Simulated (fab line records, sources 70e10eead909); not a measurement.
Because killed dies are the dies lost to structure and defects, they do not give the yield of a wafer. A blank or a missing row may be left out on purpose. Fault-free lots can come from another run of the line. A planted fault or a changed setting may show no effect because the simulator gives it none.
fab line records	flow nand_harc
record lots=12	wafers=36	last_day=34
route steps=1302 shown P_STI@90 P_GATE@131 END@1302
lots untouched by any fault: they come from a run of this same line in which no faults occurred
start_h: start of the lot's first displayed wafer, in hours after the record's first day	wait_h: hours elapsed since this lot's preceding step	" identical to the entry in the row above	L1.1+2: one row covering several wafers at once	- either no value or no given start	* or withheld: withheld	< > ~ a bound
route shown NAME@n: names a module that has steps shown in the file, with the first one's number in the route	usual: average and standard deviation across the fault-free wafers	same: alike in all rows	chamber/n: place in a boat	sites: per-site readings	_std_site: standard deviation across them	_edge_site: mean of outer sites minus mean of inner sites	radius_mm: for every site, how far away it sits from the centre of the wafer	mask NAME#n: copy n	behind: tool/chamber where the wafer was last shaped	hold: reason for holding the lot/hours on hold/outcome of the hold	device: whichever transistor did not switch (one of n, p or np)	end of line: at the end of the route, the tests of the same wafers	for a step that has no rows: nothing shown but its recipe	killed: dies lost to structure and defects at the first sort, not the wafer's yield	map: the dies of a wafer, with x for killed, . for not killed, _ for no die there
set.NAME: the run value of the setting; set.NAME@STEP: its run value at that earlier step	model.NAME: the simulator's own value behind a step, which no gauge read
steps of the route over a sample of lots; a table a step, a row a wafer
services: the hour from which a tool's chamber was out of use, counted from the record's first day as start_h (under 0 if before that day), plus the number of hours and why
## steps
# step NHARC_P_STI_ETCH_15
# recipe target_depth_a=3000	taper_deg=4	time_s=100.1	hbr_flow_sccm=150	cl2_flow_sccm=50	rf_w=400	icp_w=400	bias_w=100	chemistry=HBr/Cl2
# usual drypump_motor_current_A=5.8/0.49	oes_product_au=0.997/0.0097	throttle_valve_pct=26.406/0.0095
lot.wafer	tool	chamber	start_h	wait_h	drypump_motor_current_A	oes_product_au	rf_hours_counter_h	throttle_valve_pct
L139.2	rie_si-04	3	47.81	-	5.6	0.996	0.3	26.402
L139.5	"	1	"	"	5.3	1.007	-	26.412
L139.6	"	2	"	"	6.5	1.007	-	26.420
L140.3	rie_si-03	3	53.39	-	5.8	1.000	0.0	26.403
L140.4	"	0	"	"	6.4	0.998	0.0	26.408
L140.6	"	3	"	"	5.8	1.005	-	26.389
L147.2	rie_si-03	1	125.17	-	6.1	1.003	0.4	26.401
L147.1	"	3	"	"	5.8	0.994	0.4	26.416
L147.6	"	0	"	"	6.5	0.986	-	26.401
L150.3	rie_si-04	1	153.24	-	5.3	1.010	1.1	26.406
L150.6	"	3	"	"	5.5	1.000	-	26.395
L150.5	"	0	"	"	6.4	0.990	-	26.403
L151.2	rie_si-02	3	164.89	-	5.6	1.000	0.3	26.408
L151.3	"	2	"	"	6.2	0.988	0.4	26.412
L151.5	"	3	"	"	5.6	1.000	-	26.409
L153.1	rie_si-04	1	185.73	-	5.3	0.983	0.1	26.420
L153.4	"	2	"	"	6.5	0.988	0.1	26.418
L153.2	"	3	"	"	5.6	0.991	0.1	26.403
L154.1	rie_si-03	2	192.81	-	5.7	0.989	0.8	26.405
L154.6	"	2	"	"	5.7	0.998	-	26.394
L154.5	"	3	"	"	5.8	0.999	-	26.400
L156.1	rie_si-03	1	212.71	-	6.1	1.016	1.0	26.410
L156.4	"	3	"	"	5.8	0.996	1.0	26.402
L156.5	"	1	"	"	6.1	1.011	-	26.394
L157.3	rie_si-02	3	228.07	-	5.6	1.006	0.7	26.412
L157.1	"	0	"	"	4.9	0.975	0.8	26.420
L157.5	"	2	"	"	6.2	0.981	-	26.394
L159.4	rie_si-02	2	244.95	-	6.2	0.968	0.8	26.398
L159.2	"	3	"	"	5.6	0.993	0.8	26.403
L159.5	"	0	"	"	4.9	0.978	-	26.385
L161.3	rie_si-04	2	264.77	-	6.5	1.011	0.6	26.418
L161.2	"	3	"	"	5.6	0.994	0.5	26.400
L161.5	"	3	"	"	5.6	1.007	-	26.411
L162.4	rie_si-03	1	278.66	-	6.2	1.007	0.2	26.421
L162.3	"	2	"	"	5.7	0.999	0.3	26.404
L162.2	"	3	"	"	5.8	0.991	0.4	26.413
# step NHARC_P_STI_OCD_MEAS_43
# usual trench_depth_nm=299/4.2	trench_foot_cd_nm=158.7/2.5
lot.wafer	tool	chamber	start_h	wait_h	trench_depth_nm	trench_foot_cd_nm
L139.2	ocd-01	-	48.54	-	298	158.8
L139.5	"	-	"	"	302	158.5
L139.6	"	-	"	"	302	159.2
L140.3	ocd-02	-	54.16	-	303	154.7
L140.4	"	-	"	"	297	157.9
L140.6	"	-	"	"	303	155.5
L147.1	ocd-02	-	125.91	-	301	156.8
L147.2	"	-	"	"	301	160.4
L147.6	"	-	"	"	295	160.5
L150.3	ocd-02	-	153.99	-	305	160.6
L150.5	"	-	"	"	299	160.5
L150.6	"	-	"	"	302	158.3
L151.2	ocd-01	-	165.65	-	300	161.8
L151.3	"	-	"	"	294	162.2
L151.5	"	-	"	"	299	161.3
L153.1	ocd-01	-	186.49	-	291	161.7
L153.2	"	-	"	"	294	163.3
L153.4	"	-	"	"	294	162.2
L154.1	ocd-02	-	193.58	-	298	161.0
L154.5	"	-	"	"	301	158.7
L154.6	"	-	"	"	298	161.3
L156.1	ocd-01	-	213.47	-	304	154.5
L156.4	"	-	"	"	302	157.9
L156.5	"	-	"	"	304	157.4
L157.1	ocd-01	-	228.81	-	289	162.6
L157.3	"	-	"	"	303	160.5
L157.5	"	-	"	"	292	161.5
L159.2	ocd-01	-	245.69	-	301	158.0
L159.4	"	-	"	"	291	158.5
L159.5	"	-	"	"	289	159.8
L161.2	ocd-01	-	265.55	-	300	155.1
L161.3	"	-	"	"	303	154.7
L161.5	"	-	"	"	304	153.7
L162.2	ocd-01	-	279.42	-	297	157.7
L162.3	"	-	"	"	301	158.4
L162.4	"	-	"	"	301	156.7
# step NHARC_P_GATE_HM_DEP_102
# recipe target_thk_a=1200	temp_c=400	material=aC
# usual throttle_valve_pct=34.998/0.0084
lot.wafer	tool	chamber	start_h	wait_h	throttle_valve_pct
L139.2	acl_dep-03	0	96.54	0.5	34.993
L139.5	"	0	"	"	34.992
L139.6	"	0	"	"	34.979
L140.3	acl_dep-03	0	103.69	3.5	34.991
L140.4	"	0	"	"	34.993
L140.6	"	0	"	"	34.995
L147.1	acl_dep-02	0	185.92	5.2	35.003
L147.2	"	0	"	"	35.002
L147.6	"	0	"	"	35.011
L150.3	acl_dep-02	0	203.14	3.7	34.986
L150.5	"	0	"	"	35.001
L150.6	"	0	"	"	34.999
L151.2	acl_dep-01	0	212.11	0.5	34.997
L151.3	"	0	"	"	34.999
L151.5	"	0	"	"	35.008
L154.1	acl_dep-01	0	239.77	3.1	35.011
L154.5	"	0	"	"	34.999
L154.6	"	0	"	"	34.996
L153.1	acl_dep-03	0	240.11	3.4	34.988
L153.2	"	0	"	"	34.994
L153.4	"	0	"	"	34.993
L156.1	acl_dep-01	0	265.30	2.0	35.003
L156.4	"	0	"	"	35.002
L156.5	"	0	"	"	34.997
L157.1	acl_dep-03	0	284.55	3.0	35.006
L157.3	"	0	"	"	35.005
L157.5	"	0	"	"	35.004
L159.2	acl_dep-01	0	294.51	0.5	34.995
L159.4	"	0	"	"	34.992
L159.5	"	0	"	"	35.014
L161.2	acl_dep-02	0	311.60	2.4	34.984
L161.3	"	0	"	"	35.015
L161.5	"	0	"	"	35.001
L162.2	acl_dep-02	0	327.89	0.5	34.997
L162.3	"	0	"	"	34.999
L162.4	"	0	"	"	34.985
# step NHARC_P_GATE_INSPECT_28
# usual raw_defect_count=6/3.4
lot.wafer	tool	chamber	start_h	wait_h	raw_defect_count
L139.2	defect_inspect-01	-	97.92	0.0	7
L139.5	"	-	"	"	5
L139.6	"	-	"	"	6
L140.3	defect_inspect-02	-	104.95	0.0	10
L140.4	"	-	"	"	10
L140.6	"	-	"	"	2
L147.1	defect_inspect-01	-	187.49	0.0	17
L147.2	"	-	"	"	22
L147.6	"	-	"	"	14
L150.3	defect_inspect-01	-	204.42	0.0	16
L150.5	"	-	"	"	19
L150.6	"	-	"	"	15
L151.2	defect_inspect-02	-	213.49	0.0	10
L151.3	"	-	"	"	10
L151.5	"	-	"	"	9
L154.1	defect_inspect-01	-	241.23	0.0	2
L154.5	"	-	"	"	4
L154.6	"	-	"	"	5
L153.1	defect_inspect-02	-	241.58	0.0	4
L153.2	"	-	"	"	7
L153.4	"	-	"	"	3
L156.1	defect_inspect-02	-	266.62	0.0	4
L156.4	"	-	"	"	3
L156.5	"	-	"	"	3
L157.1	defect_inspect-01	-	286.39	0.0	16
L157.3	"	-	"	"	19
L157.5	"	-	"	"	18
L159.2	defect_inspect-01	-	295.87	0.0	4
L159.4	"	-	"	"	8
L159.5	"	-	"	"	6
L161.2	defect_inspect-01	-	313.00	0.0	4
L161.3	"	-	"	"	8
L161.5	"	-	"	"	16
L162.2	defect_inspect-01	-	329.26	0.0	6
L162.3	"	-	"	"	5
L162.4	"	-	"	"	2
# step NHARC_P_GATE_STRIP_101
# recipe time_s=20	o2_flow_sccm=500	ar_flow_sccm=0	bias_w=0	chemistry=O2
# usual drypump_motor_current_A=5.7/0.34	o2_flow_sccm=499.8/1.6	oes_product_au=0.998/0.0094	rf_vpp_V=57.8/0.9	showerhead_plenum_p_Torr=3.53/0.15	throttle_valve_pct=17.038/0.0094
lot.wafer	tool	chamber	start_h	wait_h	drypump_motor_current_A	o2_flow_sccm	oes_product_au	rf_hours_counter_h	rf_vpp_V	showerhead_plenum_p_Torr	throttle_valve_pct
L139.2	rie_diel-10	0	108.91	0.1	6.4	499.9	1.003	2.5	57.2	3.65	17.047
L139.6	"	2	"	"	5.7	501.3	0.999	-	56.4	3.31	17.019
L139.5	"	0	"	"	6.4	500.0	1.002	-	57.1	3.65	17.043
L140.3	rie_diel-10	2	115.90	0.1	5.7	498.8	0.997	1.3	57.1	3.31	17.043
L140.4	"	2	"	"	5.7	498.4	1.008	-	57.4	3.31	17.038
L140.6	"	0	"	"	6.4	496.6	0.997	-	58.8	3.65	17.042
L147.1	rie_diel-10	2	198.92	0.1	5.7	498.0	0.994	6.1	56.0	3.31	17.051
L147.2	"	3	"	"	5.9	500.4	0.999	6.7	58.6	3.71	17.032
L147.6	"	1	"	"	6.0	500.4	1.008	-	56.4	3.43	17.048
L150.3	rie_diel-03	3	215.43	0.1	5.8	498.8	0.998	-	57.3	3.31	17.042
L150.6	"	2	"	"	5.6	500.4	1.017	-	56.2	3.42	17.045
L150.5	"	3	"	"	5.8	498.1	1.003	-	57.0	3.31	17.012
L151.2	rie_diel-06	1	224.61	0.1	5.5	497.9	0.994	7.4	58.7	3.69	17.040
L151.3	"	3	"	"	5.3	496.2	0.997	6.3	59.1	3.64	17.043
L151.5	"	0	"	"	5.3	499.2	1.011	-	57.9	3.66	17.047
L154.1	rie_diel-06	3	252.10	0.1	5.3	499.8	0.990	7.2	58.9	3.64	17.041
L154.6	"	0	"	"	5.3	501.7	1.011	-	57.1	3.66	17.026
L154.5	"	1	"	"	5.5	499.4	0.997	-	60.1	3.69	17.048
L153.2	rie_diel-06	1	252.54	0.1	5.5	504.0	0.990	8.8	58.2	3.69	17.032
L153.1	"	2	"	"	5.9	500.2	1.003	7.0	59.6	3.50	17.033
L153.4	"	3	"	"	5.3	499.9	0.989	7.2	58.9	3.64	17.039
L156.4	rie_diel-10	1	277.81	0.1	6.1	499.6	1.004	1.6	57.7	3.43	17.042
L156.1	"	2	"	"	5.7	502.2	0.994	1.4	54.8	3.31	17.040
L156.5	"	1	"	"	6.0	499.9	1.004	-	56.9	3.43	17.036
L157.1	rie_diel-06	2	297.40	0.1	5.9	500.7	0.993	9.1	56.2	3.50	17.048
L157.3	"	0	"	"	5.3	498.9	0.995	9.2	58.0	3.66	17.046
L157.5	"	3	"	"	5.3	500.2	0.996	-	58.0	3.64	17.037
L159.2	rie_diel-10	0	306.94	0.1	6.4	499.3	1.000	4.0	58.8	3.65	17.016
L159.4	"	3	"	"	5.9	499.3	1.014	3.7	59.0	3.70	17.044
L159.5	"	0	"	"	6.4	499.1	1.001	-	58.1	3.65	17.051
L161.3	rie_diel-10	1	324.01	0.1	6.1	500.1	0.999	3.1	57.6	3.43	17.044
L161.2	"	2	"	"	5.7	501.0	0.997	4.2	57.0	3.31	17.043
L161.5	"	1	"	"	6.1	497.8	1.001	-	58.2	3.43	17.033
L162.2	rie_diel-06	0	340.18	0.1	5.3	498.5	0.992	2.0	58.2	3.66	17.033
L162.4	"	1	"	"	5.5	498.3	0.972	1.9	59.2	3.69	17.045
L162.3	"	2	"	"	5.9	501.7	0.994	2.5	58.5	3.49	17.025
# step NHARC_END_SORT_01
# recipe temp_c=25
# usual killed_at_array=62/22	killed_at_other=1.0/1.4	killed_at_periphery=4.2/2.8	killed_dies=67/23	killed_open=3.1/1.7	killed_short=2.1/1.5
# same gross_dies=677
lot.wafer	tool	chamber	start_h	wait_h	killed_at_array	killed_at_other	killed_at_periphery	killed_dies	killed_open	killed_short
L147.1	prober-02	0	653.89	2.5	80	0	12	92	6	5
L147.2	prober-02	0	654.69	2.8	76	0	13	89	1	3
L147.6	prober-02	0	657.88	4.0	81	3	10	94	3	1
L150.3	prober-01	0	663.35	3.1	53	0	8	61	1	5
L150.5	prober-01	0	664.96	3.7	52	0	7	59	3	5
L150.6	prober-01	0	665.77	4.0	53	2	11	66	3	3
# killed by level:class
L147.1 A_CHANNEL_HOLE_D1:chamber_film_flake=32 A_SLIT:chamber_film_flake=28 P_GATE:unspecified=8 A_CHANNEL_HOLE_D2:chamber_film_flake=6 A_CONTACT:chamber_film_flake=3 A_WL_FILL:geometric_particle:open=2 P_GATE:geometric_particle:open=1 P_CONTACT:geometric_particle:open=1
L147.2 A_CHANNEL_HOLE_D1:chamber_film_flake=33 A_SLIT:chamber_film_flake=20 P_GATE:unspecified=11 A_CHANNEL_HOLE_D2:chamber_film_flake=11 A_CONTACT:chamber_film_flake=3 P_ZERO_WELL:chamber_film_flake=2 A_WL_FILL:chamber_film_flake=2 A_CHANNEL_FILL_D1:geometric_particle:short=1
L147.6 A_SLIT:chamber_film_flake=32 A_CHANNEL_HOLE_D1:chamber_film_flake=31 A_CHANNEL_HOLE_D2:chamber_film_flake=12 P_GATE:unspecified=8 A_CONTACT:chamber_film_flake=3 THIN_TSV:chamber_film_flake=2 P_CONTACT:geometric_particle:open=1 A_DECK1_JOINT:geometric_particle:open=1
L150.3 A_SLIT:chamber_film_flake=29 P_GATE:unspecified=8 A_CHANNEL_HOLE_D1:chamber_film_flake=8 A_CONTACT:chamber_film_flake=3 A_ONON_D2:geometric_particle:short=2 A_WL_FILL:geometric_particle:short=2 A_SGD_CUT:chamber_film_flake=2 A_CHANNEL_FILL_D1:geometric_particle:open=1
L150.5 A_SLIT:chamber_film_flake=28 A_CHANNEL_HOLE_D1:chamber_film_flake=8 P_GATE:unspecified=7 A_DECK1_JOINT:geometric_particle:short=2 A_STAIRCASE:chamber_film_flake=2 A_CONTACT:chamber_film_flake=2 A_ONON_D1:geometric_particle:open=1 A_ONON_D1:geometric_particle:short=1
L150.6 A_SLIT:chamber_film_flake=35 P_GATE:unspecified=11 A_CHANNEL_HOLE_D1:chamber_film_flake=4 A_WL_FILL:geometric_particle:short=3 A_CONTACT:chamber_film_flake=3 THIN_TSV:chamber_film_flake=2 A_STAIRCASE:geometric_particle:open=1 A_WL_FILL:geometric_particle:open=1
## services
tool	chamber	start_h	hours	kind
acl_dep-03	-	26.86	1.9	repair
rie_diel-06	2	32.32	3.1	repair
rie_si-03	-	44.00	9.0	pm
acl_dep-02	-	61.16	13.0	pm
rie_diel-10	-	65.52	9.0	pm
rie_si-03	-	77.70	2.8	repair
rie_diel-10	3	108.30	13.7	repair
rie_diel-10	0	123.74	16.0	repair
rie_si-03	2	126.11	9.4	repair
rie_diel-06	-	130.20	9.0	pm
rie_diel-10	3	143.60	7.4	repair
rie_diel-10	1	167.77	4.6	repair
rie_diel-06	0	201.94	10.2	repair
rie_diel-06	2	206.83	4.9	repair
rie_diel-06	-	208.47	0.6	repair
rie_si-03	-	221.00	9.0	pm
rie_diel-10	1	229.23	3.6	repair
rie_diel-10	-	242.52	9.0	pm
rie_si-03	0	254.26	8.8	repair
rie_diel-10	3	268.98	4.8	repair
rie_diel-10	1	288.83	10.4	repair
rie_diel-06	-	307.20	9.0	pm
rie_si-03	3	308.52	10.6	repair
rie_si-03	2	316.02	7.8	repair
## key
first_sign step=NHARC_P_GATE_INSPECT_28	reading=raw_defect_count	direction=up	sigmas=3.2	usual=6	struck=17
effect step=NHARC_END_SORT_01	reading=killed_at_periphery	direction=up	sigmas=2.2	usual=4.2	struck=10.2
met_at NHARC_P_GATE_HM_DEP_102
struck_lots L147,L150
struck_wafers L147.1,L147.2,L147.6,L150.3,L150.5,L150.6
tester_left_out L147,L150
not_acting_at NHARC_P_STI_ETCH_15,NHARC_P_STI_OCD_MEAS_43,NHARC_P_GATE_STRIP_101
fault kind=chamber_particle_source	tool=acl_dep-02	chamber=0	onset_h=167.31	steps=NHARC_P_GATE_HM_DEP_102	rate_per_visit_cm2=0.020486	end_h=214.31
# tester_left_out: of these lots the tester's yield and bins aren't shown, on N5 and GAA mostly nor the transistor test; their killed dies are dies lost to structure and defects alone, not to doping, threshold or leakage, so they don't give the yield
